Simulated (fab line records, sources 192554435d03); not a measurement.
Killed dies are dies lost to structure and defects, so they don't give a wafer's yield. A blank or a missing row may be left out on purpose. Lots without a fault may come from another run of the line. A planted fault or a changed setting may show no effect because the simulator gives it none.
Split-lot experiment | flow n5 finfet | 7 lots, 39 wafers read, on a route of 1938 steps

## SPLIT DETAILS
At N5_BEOL_M10_ILD_DEP_00 (deposits SiCOH lowk from DEMS/porogen, target thk 308.51 nm, time 58 s), the setting time s was moved away from the recipe's 58 s on 18 of the 39 wafers read, by -57.0% to +39.8%. The other wafers ran this setting at the recipe's value.

## FROM SPLIT TO READING: 1 step shown by the file between the two
- N5_BEOL_M10_CURE_71: cures SiCOH lowk, time 240 s

## THE READING
M10_ILD_THK in nanometres, read at N5_BEOL_M10_THK_MEAS_01. A value of 268 nm with a standard deviation of 3.3 nm is what fault-free wafers of this fab line usually give.

wafer  | tool, chamber at the split | time s as run, s | against the recipe | M10_ILD_THK, nm | against lot-mates on the recipe
L076.1 | pecvd-03, 0                | 74.36            | +28.2%             | 340             | +71
L076.2 | pecvd-03, 1                | 58               | recipe             | 265             | -
L076.3 | pecvd-03, 2                | 74.36            | +28.2%             | 342             | +73
L076.4 | pecvd-03, 1                | 74.36            | +28.2%             | 349             | +80
L076.5 | pecvd-03, 0                | 58               | recipe             | 270             | -
L076.6 | pecvd-03, 2                | 58               | recipe             | 271             | -
L077.1 | pecvd-03, 0                | 37.46            | -35.4%             | 172             | -98
L077.2 | pecvd-03, 2                | 58               | recipe             | 268             | -
L077.3 | pecvd-03, 1                | 37.46            | -35.4%             | 174             | -96
L077.4 | pecvd-03, 1                | 58               | recipe             | 270             | -
L077.5 | pecvd-03, 0                | 58               | recipe             | 271             | -
L077.6 | pecvd-03, 2                | 37.46            | -35.4%             | 176             | -94
L083.1 | pecvd-04, 2                | 58               | recipe             | 264             | -
L083.3 | pecvd-04, 1                | 58               | recipe             | 264             | -
L083.5 | pecvd-04, 1                | 58               | recipe             | 270             | -
L088.1 | pecvd-03, 1                | 58               | recipe             | 266             | -
L088.2 | pecvd-03, 0                | 24.93            | -57.0%             | 117             | -151
L088.3 | pecvd-03, 2                | 58               | recipe             | 266             | -
L088.4 | pecvd-03, 0                | 58               | recipe             | 273             | -
L088.5 | pecvd-03, 2                | 24.93            | -57.0%             | 117             | -151
L088.6 | pecvd-03, 1                | 24.93            | -57.0%             | 117             | -151
L085.1 | pecvd-03, 0                | 74.96            | +29.2%             | 344             | +75
L085.2 | pecvd-03, 1                | 58               | recipe             | 265             | -
L085.3 | pecvd-03, 2                | 58               | recipe             | 269             | -
L085.4 | pecvd-03, 1                | 74.96            | +29.2%             | 345             | +76
L085.5 | pecvd-03, 2                | 74.96            | +29.2%             | 353             | +84
L085.6 | pecvd-03, 0                | 58               | recipe             | 272             | -
L086.1 | pecvd-01, 1                | 58               | recipe             | 260             | -
L086.2 | pecvd-01, 0                | 81.08            | +39.8%             | 373             | +107
L086.3 | pecvd-01, 1                | 81.08            | +39.8%             | 374             | +108
L086.4 | pecvd-01, 0                | 81.08            | +39.8%             | 381             | +115
L086.5 | pecvd-01, 0                | 58               | recipe             | 270             | -
L086.6 | pecvd-01, 1                | 58               | recipe             | 268             | -
L097.1 | pecvd-03, 1                | 36.51            | -37.1%             | 167             | -105
L097.2 | pecvd-03, 0                | 36.51            | -37.1%             | 170             | -102
L097.3 | pecvd-03, 0                | 58               | recipe             | 272             | -
L097.4 | pecvd-03, 1                | 58               | recipe             | 272             | -
L097.5 | pecvd-03, 0                | 36.51            | -37.1%             | 173             | -99
L097.6 | pecvd-03, 1                | 58               | recipe             | 271             | -

FIT RESULTS
A straight line over all 39 wafers: M10_ILD_THK changes by +2.67 nm for each +1% of time s; r = +1.00; the points scatter about the line by 3.3 nm.
The same after taking each lot's own level away (the mean of its wafers on the recipe; 39 wafers): +2.7 nm for each +1%; r = +1.00; scatter 3.2 nm.
On that fit, the largest move of time s shifts the reading by 1.5e+02 nm.
Measured against the standard deviation above, the lots' own levels, which go from 266.0 to 271.7 nm, span 1.7 times it.
The two slopes agree, so the slope changes little with the lot-to-lot level.
Check: -154 nm against its lot-mates is what the line predicts for one of the wafers moved furthest among these (-57.0%) when that wafer is left out of the fit. Against them it came out at -151 nm.

## ADDITIONAL SPLITS CARRIED BY THESE WAFERS
Note: prior to the reading, these wafers also went through further splits. Each is held against what the fit with the lots' levels taken away leaves over:
other split on the same wafers   | wafers away from the commonest value | r with M10_ILD_THK (lot level and that fit taken away)
N5_BEOL_M7_TRENCH_ETCH_37 time s | 12                                   | -0.06

## THE WHOLE CHAIN: every reading that the file lists as answering this split, in the file's order
step                    | what it does                                                           | reading                                                                                   | change (the file's fit)              | r (the file's)
N5_BEOL_M10_ILD_DEP_00  | deposits SiCOH lowk from DEMS/porogen, target thk 308.51 nm, time 58 s | SiCOH_lowk_of_BEOL_M10_ILD_DEP_00.thk nm (the simulator's own value, which no gauge read) | +3.06 nm for each +1% of the setting | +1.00
N5_BEOL_M10_CURE_71     | cures SiCOH lowk, time 240 s                                           | SiCOH_lowk_of_BEOL_M10_ILD_DEP_00.thk nm (the simulator's own value, which no gauge read) | +2.69 nm for each +1% of the setting | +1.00
N5_BEOL_M10_THK_MEAS_01 |                                                                        | M10_ILD_THK                                                                               | +2.7 for each +1% of the setting     | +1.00

## THE FILE'S OWN FIT
M10_ILD_THK changes by +2.7 nm for each +1% of time s, r = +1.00.
